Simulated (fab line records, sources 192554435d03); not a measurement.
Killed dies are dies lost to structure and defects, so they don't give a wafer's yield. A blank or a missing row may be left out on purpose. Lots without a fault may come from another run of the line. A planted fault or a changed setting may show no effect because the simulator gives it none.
Which tool did it? | flow n5_finfet | 10 lots, 29 wafers sampled, at 4 steps of a route of 1938

WHAT THE GAUGES READ, wafer by wafer
N5_BEOL_M4_RC_MEAS_101. Usual: DIBL_N 36.1 mV/V, standard deviation 1.5; DIBL_P 36.1 mV/V, standard deviation 1.9; IOFF_N 0.159 nA/um, standard deviation 0.029; IOFF_P 0.21 nA/um, standard deviation 0.038; ION_N 675 uA/um, standard deviation 11; ION_P 464 uA/um, standard deviation 8.1; SS_N 71.5 mV/dec, standard deviation 0.57; SS_P 73.3 mV/dec, standard deviation 0.64; VT_N 249 mV, standard deviation 3.1; VT_P -250 mV, standard deviation 3.8.
lot  | measured     | on        | DIBL_N (mV/V)  | DIBL_P (mV/V)  | IOFF_N (nA/um)    | IOFF_P (nA/um) | ION_N (uA/um) | ION_P (uA/um) | SS_N (mV/dec)  | SS_P (mV/dec)  | VT_N (mV)   | VT_P (mV)      | flag
L705 | day 8 06:20  | prober-01 | 36.9 36.2 36.3 | 35.9 35.2 34.8 | 0.156 0.148 0.152 | 0.20 0.19 0.18 | 667 675 658   | 456 457 453   | 71.5 71.4 71.5 | 72.8 73.0 72.6 | 250 251 253 | -250 -252 -252 |
L709 | day 9 02:39  | prober-01 | 34.6 37.2 35.8 | 34.2 38.0 36.5 | 0.129 0.189 0.154 | 0.18 0.25 0.22 | 665 684 676   | 463 471 469   | 71.2 72.2 71.4 | 72.7 74.2 73.1 | 252 248 248 | -254 -248 -250 |
L710 | day 9 07:42  | prober-02 | 38.1 36.5 37.6 | 37.4 35.2 35.9 | 0.169 0.151 0.170 | 0.23 0.20 0.20 | 670 679 669   | 461 469 458   | 72.0 71.3 71.9 | 73.6 73.0 73.2 | 250 249 247 | -250 -250 -251 |
L714 | day 10 05:15 | prober-01 | 38.4 35.0 34.1 | 39.8 35.6 34.0 | 0.223 0.157 0.149 | 0.27 0.22 0.19 | 690 676 677   | 473 471 467   | 71.5 71.9 71.1 | 73.7 73.3 72.8 | 245 247 247 | -246 -249 -251 |
L725 | day 13 12:38 | prober-02 | 35.6 34.5      | 36.6 34.6      | 0.159 0.131       | 0.20 0.17      | 674 664       | 456 456       | 71.3 71.1      | 72.6 73.1      | 247 252     | -252 -255      |
L726 | day 13 18:02 | prober-02 | 37.1 37.5 37.6 | 37.1 37.7 37.6 | 0.173 0.192 0.198 | 0.30 0.32 0.31 | 677 689 686   | 479 481 473   | 71.4 72.1 72.0 | 73.3 73.7 74.3 | 246 247 245 | -241 -242 -244 |
L727 | day 14 09:27 | prober-01 | 36.2 36.6 34.8 | 36.8 36.4 36.0 | 0.181 0.180 0.168 | 0.23 0.23 0.23 | 684 680 686   | 469 468 473   | 71.1 70.9 71.5 | 73.3 72.5 73.6 | 247 246 244 | -247 -248 -247 |

WHICH TOOL RAN EACH LOT (tool, then ch and the chambers of the sampled wafers, then the start)
lot  | N5_BEOL_M2_ETCH_63                 | N5_BEOL_M2_ETCH_70                 | N5_BEOL_M2_STRIP_36
L705 | rie_diel-01 ch 0,2,3, day 7 02:07  | rie_diel-01 ch 1,2,3, day 7 03:37  | rie_diel-01 ch 1,2,3, day 7 03:47
L709 | rie_diel-06 ch 2,3, day 7 20:26    | rie_diel-02 ch 1,3, day 8 00:55    | rie_diel-02 ch 1,3, day 8 01:04
L710 | rie_diel-06 ch 0,1, day 8 01:56    | rie_diel-06 ch 0,1,3, day 8 05:15  | rie_diel-06 ch 0,1,3, day 8 05:25
L714 | rie_diel-02 ch 0,1,2, day 9 04:50  | rie_diel-01 ch 1,2,3, day 9 06:41  | rie_diel-01 ch 1,2,3, day 9 06:51
L717 | rie_diel-02 ch 0,2, day 9 21:28    | rie_diel-01 ch 0,2, day 10 01:37   | rie_diel-01 ch 0,2, day 10 01:47
L718 | rie_diel-02 ch 0,2,3, day 10 02:41 | rie_diel-02 ch 1,2,3, day 10 05:33 | rie_diel-02 ch 1,2,3, day 10 05:43
L719 | rie_diel-06 ch 0,1, day 10 10:01   | rie_diel-02 ch 2,3, day 10 16:55   | rie_diel-02 ch 2,3, day 10 17:04
L725 | rie_diel-02 ch 0,1, day 11 15:15   | rie_diel-02 ch 0,3, day 12 00:53   | rie_diel-02 ch 0,3, day 12 01:04
L726 | rie_diel-06 ch 0,2,3, day 12 02:40 | rie_diel-01 ch 1,2,3, day 12 04:44 | rie_diel-01 ch 1,2,3, day 12 04:53
L727 | rie_diel-01 ch 0,3, day 12 09:24   | rie_diel-01 ch 0,2,3, day 12 15:56 | rie_diel-01 ch 0,2,3, day 12 16:05
- N5_BEOL_M2_ETCH_63: etches SiARC in CF4, target depth 15.6 nm, time 26 s.
- N5_BEOL_M2_ETCH_70: etches SOC in N2/H2, target depth 80 nm, overetch 24 nm, time 130 s.
- N5_BEOL_M2_STRIP_36: strips in N2/H2.

WHAT THE TOOLS THEMSELVES READ (means of the sampled wafers that have a number; where no wafer has one, the mark that the record gives instead)
N5_BEOL_M2_ETCH_63. Usual: drypump_motor_current_A 5.7 A, standard deviation 0.5; etch_rf_on_time_s 25.9 s, standard deviation 0.45; oes_product_au 0.70 a.u., standard deviation 0.064; rf_vpp_V 184.2 V, standard deviation 1.2; showerhead_plenum_p_Torr 2.15 Torr, standard deviation 0.079; throttle_valve_pct 15.59 %, standard deviation 0.18.
lot  | tool        | drypump_motor_current_A (A) | etch_rf_on_time_s (s) | oes_product_au (a.u.) | rf_vpp_V (V) | showerhead_plenum_p_Torr (Torr) | throttle_valve_pct (%) | flag
L705 | rie_diel-01 | 6.0                         | 25.7                  | 0.66                  | 182.9        | 2.08                            | 15.75                  |
L709 | rie_diel-06 | 5.2                         | 25.3                  | 0.76                  | 184.7        | 2.25                            | 15.49                  |
L710 | rie_diel-06 | 5.8                         | 25.7                  | 0.74                  | 184.8        | 2.20                            | 15.52                  |
L714 | rie_diel-02 | 5.7                         | 25.6                  | 0.72                  | 184.7        | 2.20                            | 15.37                  |
L717 | rie_diel-02 | 5.8                         | 25.7                  | 0.71                  | 185.1        | 2.20                            | 15.37                  |
L718 | rie_diel-02 | 5.4                         | 25.6                  | 0.70                  | 184.6        | 2.16                            | 15.49                  |
L719 | rie_diel-06 | 5.8                         | 26.0                  | 0.72                  | 184.8        | 2.19                            | 15.55                  |
L725 | rie_diel-02 | 5.7                         | 25.7                  | 0.69                  | 184.2        | 2.17                            | 15.38                  |
L726 | rie_diel-06 | 5.3                         | 25.6                  | 0.72                  | 186.0        | 2.25                            | 15.55                  |
L727 | rie_diel-01 | 5.8                         | 25.3                  | 0.75                  | 183.9        | 2.14                            | 15.57                  |

N5_BEOL_M2_ETCH_70. Usual: drypump_motor_current_A 5.7 A, standard deviation 0.5; oes_product_au 0.60 a.u., standard deviation 0.052; rf_vpp_V 523.9 V, standard deviation 3; showerhead_plenum_p_Torr 2.55 Torr, standard deviation 0.1; throttle_valve_pct 17.75 %, standard deviation 0.18.
lot  | tool        | drypump_motor_current_A (A) | oes_product_au (a.u.) | rf_vpp_V (V) | showerhead_plenum_p_Torr (Torr) | throttle_valve_pct (%) | flag
L705 | rie_diel-01 | 5.8                         | 0.56                  | 522.6        | 2.50                            | 17.84                  |
L709 | rie_diel-02 | 5.0                         | 0.61                  | 522.3        | 2.50                            | 17.66                  |
L710 | rie_diel-06 | 5.7                         | 0.63                  | 525.4        | 2.61                            | 17.75                  |
L714 | rie_diel-01 | 5.8                         | 0.61                  | 522.7        | 2.49                            | 17.75                  |
L717 | rie_diel-01 | 6.3                         | 0.62                  | 521.6        | 2.46                            | 17.69                  |
L718 | rie_diel-02 | 5.4                         | 0.59                  | 525.2        | 2.57                            | 17.68                  |
L719 | rie_diel-02 | 5.4                         | 0.58                  | 525.9        | 2.60                            | 17.77                  |
L725 | rie_diel-02 | 5.2                         | 0.59                  | 523.6        | 2.52                            | 17.70                  |
L726 | rie_diel-01 | 5.8                         | 0.58                  | 522.3        | 2.48                            | 17.79                  |
L727 | rie_diel-01 | 6.1                         | 0.64                  | 523.6        | 2.55                            | 17.66                  |

N5_BEOL_M2_STRIP_36. Usual: bias_power_w 7.002 W, standard deviation 0.021; chamber_pressure_mTorr 20.001 mTorr, standard deviation 0.03; drypump_motor_current_A 5.7 A, standard deviation 0.5; oes_product_au 0.81 a.u., standard deviation 0.074; rf_vpp_V 59.0 V, standard deviation 1.4; showerhead_plenum_p_Torr 2.54 Torr, standard deviation 0.1; throttle_valve_pct 23.53 %, standard deviation 0.21.
lot  | tool        | bias_power_w (W) | chamber_pressure_mTorr (mTorr) | drypump_motor_current_A (A) | oes_product_au (a.u.) | rf_vpp_V (V) | showerhead_plenum_p_Torr (Torr) | throttle_valve_pct (%) | flag
L705 | rie_diel-01 | 6.980            | 20.014                         | 5.8                         | 0.76                  | 59.2         | 2.50                            | 23.55                  |
L709 | rie_diel-02 | 6.999            | 19.995                         | 5.0                         | 0.84                  | 59.5         | 2.50                            | 23.36                  |
L710 | rie_diel-06 | 7.011            | 19.996                         | 5.7                         | 0.85                  | 59.5         | 2.61                            | 23.58                  |
L714 | rie_diel-01 | 6.996            | 20.002                         | 5.8                         | 0.81                  | 58.9         | 2.49                            | 23.50                  |
L717 | rie_diel-01 | -                | -                              | -                           | -                     | -            | -                               | -                      | OFF
L718 | rie_diel-02 | -                | -                              | -                           | -                     | -            | -                               | -                      | OFF
L719 | rie_diel-02 | -                | -                              | -                           | -                     | -            | -                               | -                      | OFF
L725 | rie_diel-02 | 6.996            | 20.012                         | 5.2                         | 0.81                  | 57.9         | 2.51                            | 23.45                  |
L726 | rie_diel-01 | 7.020            | 19.998                         | 5.8                         | 0.78                  | 59.9         | 2.48                            | 23.52                  |
L727 | rie_diel-01 | 6.989            | 20.002                         | 6.1                         | 0.86                  | 59.2         | 2.54                            | 23.41                  |

THE ANSWER, worked out from the rows above alone
Rule: a lot is off if the mean of its wafers that have a number lies more than 3 standard deviations from the usual mean. A lot without any number at a reading at which 4 lots or more have one is off too. The other lots that the step has rows for count as sound. The gauges are gone through in route order, then the tools' own readings, and for those a lot's mean is taken as printed above. The first step at which some lot is off is used, and at that step the reading that is off furthest; a lot without a number counts as furthest.
Off: L717, L718, L719, at N5_BEOL_M2_STRIP_36 (bias_power_w). Without a number there: L717, L718, L719.
A tool fits if, at that step or a process step before it, it ran every lot that is off, and no sound lot after the first of them. None of those tried fits.

WHAT THE SIMULATOR HAD PUT IN
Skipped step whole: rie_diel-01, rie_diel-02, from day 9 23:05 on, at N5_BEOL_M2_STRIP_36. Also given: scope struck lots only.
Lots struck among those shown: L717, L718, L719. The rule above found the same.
